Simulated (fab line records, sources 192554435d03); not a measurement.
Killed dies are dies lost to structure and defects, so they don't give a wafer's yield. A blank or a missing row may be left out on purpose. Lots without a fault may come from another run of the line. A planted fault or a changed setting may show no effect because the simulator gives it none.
A struck lot beside a sound one | flow n5_finfet | 37 steps out of a route of 1938
Sound: wafers L437.1, L437.3, L437.6. Struck: wafers L429.2, L429.4, L429.5. The cause comes at the end.
At each step with rows: each side's tool, then ch and its chambers, then its first start. Under that, the readings that differ: sound wafers | struck wafers | difference of the means | sigmas: that difference in standard deviations of wafers without a fault.
alike: readings whose means differ by less than 2 such deviations, and words and numbers that are the same on both sides. not compared: withheld readings, readings that some wafer has no value for, bounds like >300 that may hide the same value, and numbers for which the record gives no deviation and whose values overlap.
The two part at a step that has a row with sigmas, a row that says differs or no value, or rows on one side only. Numbers that don't overlap but have no deviation are shown without sigmas and don't part them. A reading that every wafer of one side lacks parts them only if that side has two wafers or more.

first, 9 steps without rows for these wafers: N5_BEOL_M1_ANNEAL_95 (time 240 s); N5_BEOL_M1_SPUTTER_96 (material Cu, target thk 4.5 nm, time 8.29 s); N5_BEOL_M1_ECD_50 (material Cu, target thk 300 nm); N5_BEOL_M1_ANNEAL_51 (time 90 s); N5_BEOL_M1_CMP_52 (polishes, stops on SiOC, t overpolish 6.8 s, target thk 40 nm); N5_BEOL_M1_PRE_CLEAN_60 (time 15 s); N5_BEOL_M1_CO_CAP_55 (material Co, precursor CCTBA/H2, target thk 2 nm, time 102.1 s); N5_BEOL_M1_PRE_CLEAN_56 (time 15 s); N5_BEOL_M1_DEP_57 (deposits SiCN from 3MS/NH3, target thk 8 nm, time 14 s).
N5_BEOL_M2_ILD_DEP_00: deposits SiOC from DEMS/O2, target thk 79 nm, time 15.3 s.
  sound on pecvd-02 ch 0,1,2, day 12 08:41; struck on pecvd-03 ch 0,1, day 10 12:04
  no value came back on the struck wafers for any of 5 readings (chamber_pressure_Torr (Torr), heater_power_outer_w (W) and others); on the sound wafers chamber_pressure_Torr (Torr) reads 4.996 4.992 5.002
then, 24 steps without rows for these wafers: N5_BEOL_M2_PECVD_72 (deposits SiO2 from TEOS/O2, target thk 16 nm, time 18 s); N5_BEOL_M2_HM_DEP_02 (deposits TiN, target thk 20 nm); N5_BEOL_M2_COAT_61 (time 60 s, resist thk 60 nm); N5_BEOL_M2_COAT_62 (time 60 s, resist thk 12 nm); N5_BEOL_M2_COAT_73 (time 60 s, resist thk 5 nm); N5_BEOL_M2_COAT_05 (resist thk 30 nm); N5_BEOL_M2_EBR_07; N5_BEOL_M2_SOFTBAKE_06 (time 60 s); N5_BEOL_M2_EXPOSE_08 (exposes mask M2); N5_BEOL_M2_PEB_09 (peb time 60 s); N5_BEOL_M2_DEVELOP_10 (develop time 30 s); N5_BEOL_M2_DESCUM_16 (chemistry O2, time 7 s); N5_BEOL_M2_ETCH_74 (etches underlayer in N2/H2, target depth 6.5 nm, time 5.2 s); N5_BEOL_M2_ETCH_63 (etches SiARC in CF4, target depth 15.6 nm, time 26 s); N5_BEOL_M2_ETCH_64 (etches SOC in N2/H2, target depth 75 nm, overetch 22.5 nm, time 121.9 s); N5_BEOL_M2_STRIP_65 (strips in N2/H2); N5_BEOL_M2_STRIP_75 (strips in N2/H2); N5_BEOL_M2_STRIP_66 (strips in CF4); N5_BEOL_M2_HM_OPEN_17 (chemistry Cl2/BCl3, target TiN, target depth 20 nm, overetch 6 nm); N5_BEOL_M2_STRIP_19 (strips in O2); N5_BEOL_M2_COAT_67 (time 60 s, resist thk 60 nm); N5_BEOL_M2_COAT_68 (time 60 s, resist thk 12 nm); N5_BEOL_M2_COAT_76 (time 60 s, resist thk 5 nm); N5_BEOL_M2_COAT_22 (resist thk 30 nm).
N5_BEOL_M2_OCD_MEAS_38:
  sound on ocd-01, day 13 15:43; struck on ocd-01, day 11 23:59
  reading              | sound          | struck | difference                    | sigmas
  trench_depth_nm (nm) | 54.0 55.5 55.3 | - - -  | no value on the struck wafers |
N5_BEOL_M4_RC_MEAS_101:
  the record has rows for the sound wafers here (prober-02 ch 0, day 15 11:35) and none for the struck ones
-- the record jumps here: 7 days lie between the struck wafers' starts before and after (it left off in module BEOL_M4 and takes up again in module PASSIVATION, whose first step shown is number 1936 of the route) --
N5_PASSIVATION_PROBE_49:
  sound on prober-02, day 20 05:57; struck on prober-02, day 18 19:35
  reading                  | sound          | struck         | difference | sigmas
  defect_limited_yield (%) | 92.4 89.8 92.8 | 0 0 0          | -92        | -65
  killed_at_M0_to_M3       | 20 38 22       | 1176 1170 1168 | +1145      | +99 or more
  killed_at_contacts       | 11 15 16       | 1 0 3          | -13        | -2
  killed_at_front_end      | 48 52 33       | 2 8 8          | -38        | -3
  killed_dies              | 90 120 85      | 1180 1180 1180 | +1082      | +64
  killed_on_rim            | 13 18 11       | 152 152 152    | +138       | +34
  killed_open              | 59 76 54       | 4 12 11        | -54        | -4
  killed_short             | 31 41 28       | 3 3 5          | -30        | -4
  sort_bin_5_function (%)  | 3.7 5.7 4.1    | 74.3 73.7 73.6 | +69.4      | +72
  sort_n_pass              | 1090 1060 1095 | 0 0 0          | -1082      | -64
  sort_yield_pct (%)       | 92.4 89.8 92.8 | 0 0 0          | -92        | -65
  alike: killed_at_M4_up, killed_at_other, sort_bin_6_memory

WHERE THEY PART
First at N5_BEOL_M2_ILD_DEP_00; last, within this record, at N5_PASSIVATION_PROBE_49.

WHY: what the simulator had put in
Skipped step whole: pecvd-03, from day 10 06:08 on, at N5_BEOL_M2_ILD_DEP_00. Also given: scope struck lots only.
